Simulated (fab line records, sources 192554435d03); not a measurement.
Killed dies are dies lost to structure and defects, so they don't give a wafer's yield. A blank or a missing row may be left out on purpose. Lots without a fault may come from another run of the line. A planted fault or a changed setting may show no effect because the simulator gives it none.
Split-lot experiment | flow n5_finfet | 7 lots, 39 wafers read, on a route of 1938 steps

THE SPLIT
At N5_BEOL_M11_DEP_56 (deposits SiCN from 3MS/NH3, target thk 30 nm, time 10.5 s), the setting target_thk_a was moved away from the recipe's 300 angstrom on 15 of the 39 wafers read, by -39.9% to +32.7%. The other wafers ran this setting at the recipe's value.

The reading is taken at the split's own step.

THE READING
SiCN_of_BEOL_M11_DEP_56.thk_nm (the simulator's own value, which no gauge read), in nm, at N5_BEOL_M11_DEP_56 (deposits SiCN from 3MS/NH3, target thk 30 nm, time 10.5 s). The file gives no usual value for it. The 24 wafers here that ran the recipe average 29.8 nm, standard deviation 0.35 nm.

wafer  | tool, chamber at the split | target_thk_a as run, angstrom | against the recipe | SiCN_of_BEOL_M11_DEP_56.thk_nm, nm | against lot-mates on the recipe
L076.1 | pecvd-02, 0                | 300                           | recipe             | 29.6                               | -
L076.2 | pecvd-02, 2,0              | 180.4                         | -39.9%             | 18                                 | -12.0
L076.5 | pecvd-02, 2,0              | 180.4                         | -39.9%             | 18                                 | -12.0
L076.3 | pecvd-02, 1                | 180.4                         | -39.9%             | 17.6                               | -12.4
L076.4 | pecvd-02, 1,2              | 300                           | recipe             | 30.2                               | -
L076.6 | pecvd-02, 1,2              | 300                           | recipe             | 30.2                               | -
L084.1 | pecvd-01, 1                | 300                           | recipe             | 29.6                               | -
L084.2 | pecvd-01, 2                | 300                           | recipe             | 29.8                               | -
L084.3 | pecvd-01, 0                | 398.1                         | +32.7%             | 39.4                               | +9.5
L084.4 | pecvd-01, 0                | 398.1                         | +32.7%             | 39.6                               | +9.7
L084.5 | pecvd-01, 1                | 300                           | recipe             | 30.2                               | -
L084.6 | pecvd-01, 2                | 398.1                         | +32.7%             | 40.2                               | +10.3
L085.1 | pecvd-02, 1                | 388.3                         | +29.4%             | 38.2                               | +8.3
L085.2 | pecvd-02, 0                | 300                           | recipe             | 29.6                               | -
L085.3 | pecvd-02, 0                | 300                           | recipe             | 29.8                               | -
L085.4 | pecvd-02, 1                | 300                           | recipe             | 30.2                               | -
L085.5 | pecvd-02, 0                | 388.3                         | +29.4%             | 39                                 | +9.1
L085.6 | pecvd-02, 1                | 388.3                         | +29.4%             | 38.8                               | +8.9
L088.1 | pecvd-03, 1                | 300                           | recipe             | 29.6                               | -
L088.2 | pecvd-03, 2,0              | 203.6                         | -32.1%             | 20                                 | -10.1
L088.3 | pecvd-03, 2,0              | 203.6                         | -32.1%             | 20                                 | -10.1
L088.4 | pecvd-03, 0                | 300                           | recipe             | 30.4                               | -
L088.5 | pecvd-03, 2                | 203.6                         | -32.1%             | 20.6                               | -9.5
L088.6 | pecvd-03, 1                | 300                           | recipe             | 30.2                               | -
L095.1 | pecvd-02, 2                | 300                           | recipe             | 29.6                               | -
L095.3 | pecvd-02, 0                | 300                           | recipe             | 29.8                               | -
L095.6 | pecvd-02, 1                | 300                           | recipe             | 30.4                               | -
L097.1 | pecvd-01, 1                | 212.3                         | -29.2%             | 21.2                               | -8.7
L097.4 | pecvd-01, 1                | 212.3                         | -29.2%             | 21.2                               | -8.7
L097.2 | pecvd-01, 2                | 300                           | recipe             | 29.8                               | -
L097.3 | pecvd-01, 0                | 300                           | recipe             | 29.4                               | -
L097.5 | pecvd-01, 2                | 300                           | recipe             | 30.4                               | -
L097.6 | pecvd-01, 0                | 212.3                         | -29.2%             | 21.4                               | -8.5
L096.1 | pecvd-02, 2                | 300                           | recipe             | 29.2                               | -
L096.2 | pecvd-02, 1                | 300                           | recipe             | 29.6                               | -
L096.4 | pecvd-02, 1                | 300                           | recipe             | 29.6                               | -
L096.5 | pecvd-02, 1                | 300                           | recipe             | 29.6                               | -
L096.3 | pecvd-02, 2                | 300                           | recipe             | 30                                 | -
L096.6 | pecvd-02, 2                | 300                           | recipe             | 29.4                               | -
Where a row lists several chambers, the file gives one row for several wafers and doesn't say which wafer went through which chamber.

THE FIT
A straight line over all 39 wafers: SiCN_of_BEOL_M11_DEP_56.thk_nm changes by +0.3 nm for each +1% of target_thk_a; r = +1.00; the points scatter about the line by 0.33 nm.
The same after taking each lot's own level away (the mean of its wafers on the recipe; 39 wafers): +0.302 nm for each +1%; r = +1.00; scatter 0.31 nm.
On that fit, the largest move of target_thk_a shifts the reading by 12 nm.
The lots' own levels span 29.57 to 30.07 nm, that is 1.4 times the standard deviation above.
So the lot-to-lot level changes the slope little: the two slopes agree.
Check: with one of the wafers moved furthest among these (-39.9%) left out of the fit, the line predicts -12 nm for it against its lot-mates. It came out at -12 nm against them.

OTHER SPLITS ON THESE WAFERS
These wafers also went through other splits before the reading. Each is held against what the fit with the lots' levels taken away leaves over:
other split on the same wafers    | wafers away from the commonest value | r with SiCN_of_BEOL_M11_DEP_56.thk_nm (lot level and that fit taken away)
N5_BEOL_M7_ILD_DEP_00 time_s      | 15                                   | -0.01
N5_BEOL_M9_HM_DEP_02 target_thk_a | 12                                   | -0.01

THE FILE'S OWN FIT
SiCN_of_BEOL_M11_DEP_56.thk_nm changes by +0.302 nm for each +1% of target_thk_a, r = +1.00.
